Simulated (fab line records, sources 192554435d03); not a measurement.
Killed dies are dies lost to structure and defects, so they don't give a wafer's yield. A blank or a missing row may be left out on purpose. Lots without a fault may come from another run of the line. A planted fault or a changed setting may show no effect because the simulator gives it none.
Chamber matching | flow n5_finfet | N5_BEOL_M6_CURE_75 on uv_cure-02: 3 sister chambers
The step cures SiCOH lowk, time 120 s. 3 wafers are shown with their chamber, then 12 later ones without.

WAFERS WITH THEIR CHAMBER
wafer  | chamber | wafer_temp_C_max
L085.3 | 1       | 371.9
L086.6 | 2       | 372.2
L089.6 | 0       | 371.4

WAFERS WITHOUT THEIR CHAMBER
wafer  | wafer_temp_C_max
L092.1 | 371.7
L092.2 | 371.9
L092.5 | 372.3
L093.1 | 371.4
L093.2 | 371.6
L093.5 | 371.1
L094.1 | 371.0
L094.2 | 371.4
L094.4 | 371.3
L097.1 | 371.3
L097.4 | 371.5
L097.6 | 371.4

WHICH CHAMBER EACH WENT THROUGH
wafer  | from the rows above          | in truth
L092.1 | can't be placed: 1 or 0 or 2 | 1
L092.2 | can't be placed: 1 or 2      | 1
L092.5 | can't be placed: 2 or 1      | 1
L093.1 | 0                            | 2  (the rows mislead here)
L093.2 | can't be placed: 0 or 1      | 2
L093.5 | 0                            | 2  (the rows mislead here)
L094.1 | 0                            | 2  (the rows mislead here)
L094.2 | 0                            | 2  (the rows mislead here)
L094.4 | 0                            | 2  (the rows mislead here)
L097.1 | 0                            | 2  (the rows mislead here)
L097.4 | can't be placed: 0 or 1      | 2
L097.6 | 0                            | 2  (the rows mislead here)
Placed correctly: 0 of 12. Can't be placed from these rows: 5 (the true chamber is among the candidates in 3). Placed wrongly: 7.
How it was worked out, from the rows above alone: a wafer's distance from a chamber is the root of the sum, over the readings, of the square of ((its reading less the chamber's mean) divided by the reading's scatter). The wafer belongs to the nearest chamber; if the next one is less than 2 further off, it can't be placed. A chamber's mean is the mean of its shown wafers. The scatter: with one shown wafer a chamber, the root of the mean of the squares of how far each hidden wafer lies from its nearest shown one.
